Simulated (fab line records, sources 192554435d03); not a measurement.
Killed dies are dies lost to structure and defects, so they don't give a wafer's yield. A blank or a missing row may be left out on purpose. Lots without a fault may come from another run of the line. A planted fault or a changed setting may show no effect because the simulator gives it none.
Chamber matching | flow n5_finfet | N5_FIN_CUT_CUT_ETCH_27 on rie_diel-03: 4 sister chambers
The step etches SiO2 in CHF3/O2, target depth 4 nm, overetch 2 nm, time 4.9 s. 8 wafers are shown with their chamber, then 7 later ones without.

WAFERS WITH THEIR CHAMBER
wafer  | chamber | throttle_valve_pct (%) | rf_vpp_V (V)
L076.5 | 3       | 18.91                  | 509
L081.5 | 0       | 18.53                  | 516
L087.4 | 3       | 18.95                  | 509
L087.5 | 1       | 19.19                  | 533
L089.1 | 1       | 19.19                  | 532
L089.6 | 2       | 18.79                  | 543
L090.2 | 2       | 18.79                  | 545
L090.4 | 0       | 18.56                  | 515

WAFERS WITHOUT THEIR CHAMBER
wafer  | throttle_valve_pct (%) | rf_vpp_V (V)
L090.5 | 18.56                  | 515
L091.2 | 18.78                  | 545
L091.5 | 19.20                  | 531
L091.6 | 18.56                  | 515
L095.1 | 19.21                  | 532
L095.3 | 18.57                  | 516
L095.4 | 19.22                  | 532

WHICH CHAMBER EACH WENT THROUGH
wafer  | from the rows above | in truth
L090.5 | 0                   | 0
L091.2 | 2                   | 2
L091.5 | 1                   | 1
L091.6 | 0                   | 0
L095.1 | 1                   | 1
L095.3 | 0                   | 0
L095.4 | 1                   | 1
Placed correctly: 7 of 7. Can't be placed from these rows: 0. Placed wrongly: 0.
How it was worked out, from the rows above alone: a wafer's distance from a chamber is the root of the sum, over the readings, of the square of ((its reading less the chamber's mean) divided by the reading's scatter). The wafer belongs to the nearest chamber; if the next one is less than 2 further off, it can't be placed. A chamber's mean is the mean of its shown wafers. The scatter: the root of (the sum of the squares of (reading less its chamber's mean) over the shown wafers, divided by (wafers less chambers)).
